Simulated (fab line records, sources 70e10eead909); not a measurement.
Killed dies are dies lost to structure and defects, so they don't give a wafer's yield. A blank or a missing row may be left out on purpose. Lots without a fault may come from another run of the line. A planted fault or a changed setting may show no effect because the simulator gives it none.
A struck lot beside a sound one | flow nand_harc | 14 steps out of a route of 1302
Sound: wafers L952.1, L952.3, L952.4. Struck: wafers L955.2, L955.3, L955.5. The cause comes at the end.
At each step with rows: each side's tool, then ch and its chambers, then its first start. Under that, the readings that differ: sound wafers | struck wafers | difference of the means | sigmas: that difference in standard deviations of wafers without a fault.
alike: readings whose means differ by less than 2 such deviations, and words and numbers that are the same on both sides. not compared: withheld readings, readings that some wafer has no value for, bounds like >300 that may hide the same value, and numbers for which the record gives no deviation and whose values overlap.
The two part at a step that has a row with sigmas, a row that says differs or no value, or rows on one side only. Numbers that don't overlap but have no deviation are shown without sigmas and don't part them. A reading that every wafer of one side lacks parts them only if that side has two wafers or more.

NHARC_A_BLC_STRIP_29: strips in CF4.
  sound on rie_diel-04 ch 0,1,3, day 24 15:12; struck on rie_diel-10 ch 2,3, day 25 17:15
  alike: drypump_motor_current_A, oes_product_au, rf_vpp_V, showerhead_plenum_p_Torr, throttle_valve_pct
  not compared: rf_hours_counter_h
NHARC_A_BLC_STRIP_21: strips in O2.
  sound on rie_diel-04 ch 0,2,3, day 24 15:17; struck on rie_diel-10 ch 0,1, day 25 17:21
  alike: drypump_motor_current_A, oes_product_au, rf_vpp_V, showerhead_plenum_p_Torr, throttle_valve_pct
  not compared: rf_hours_counter_h
then, 1 step without rows for these wafers: NHARC_A_BLC_STRIP_22 (strips in post etch residue remover, time 600 s).
NHARC_A_BLC_DEGAS_30: time 60 s.
  sound on pvd_sputter-01, day 24 15:43; struck on pvd_sputter-01, day 25 17:47
  reading              | sound | struck               | difference                   | sigmas
  susceptor_temp_C (C) | - - - | 299.91 299.96 300.08 | no value on the sound wafers |
  alike: heater_power_w
then, 1 step without rows for these wafers: NHARC_A_BLC_PRE_CLEAN_31 (time 15 s).
NHARC_A_BLC_PVD_32: deposits Ti, target thk 5 nm, time 17.7 s.
  sound on pvd_sputter-01; struck on pvd_sputter-01
  alike: cathode_dc_power_W, chamber_pressure_pa, substrate_temp_c, throttle_valve_pct
then, 1 step without rows for these wafers: NHARC_A_BLC_ALD_23 (deposits TiN, target thk 3 nm, pulse time 1 s, ald cycles 150).
NHARC_A_BLC_CVD_24: deposits W, target thk 150 nm, time 434 s.
  sound on cvd_w-02 ch 0,1; struck on cvd_w-02 ch 0,1
  alike: heater_power_w, susceptor_temp_C, throttle_valve_pct
  not compared: since_wet_clean_h
then, 2 steps without rows for these wafers: NHARC_A_BLC_CMP_25 (polishes, t overpolish 30 s, target thk 150 nm); NHARC_A_BLC_SRD_27.
NHARC_A_BLC_INSPECT_28:
  sound on defect_inspect-01, day 24 17:05; struck on defect_inspect-01, day 25 19:11
  reading          | sound       | struck      | difference | sigmas
  raw_defect_count | 524 554 439 | 657 848 651 | +213       | +2
NHARC_A_M0_DEP_00: deposits SiOC, target thk 150 nm.
  sound on pecvd-03 ch 0,1,2, day 24 17:38; struck on pecvd-03 ch 0,1, day 25 19:15
  no value came back on the struck wafers for chamber_pressure_Torr (Torr), rf_fwd_power_W (W); on the sound wafers chamber_pressure_Torr (Torr) reads 4.980 4.990 5.001
  not compared: since_wet_clean_h
then, 2 steps without rows for these wafers: NHARC_A_M0_DEHYDRATE_01 (time 120 s); NHARC_END_SORT_01.

WHERE THEY PART
First at NHARC_A_BLC_DEGAS_30; last, within this record, at NHARC_A_M0_DEP_00.

WHY: what the simulator had put in
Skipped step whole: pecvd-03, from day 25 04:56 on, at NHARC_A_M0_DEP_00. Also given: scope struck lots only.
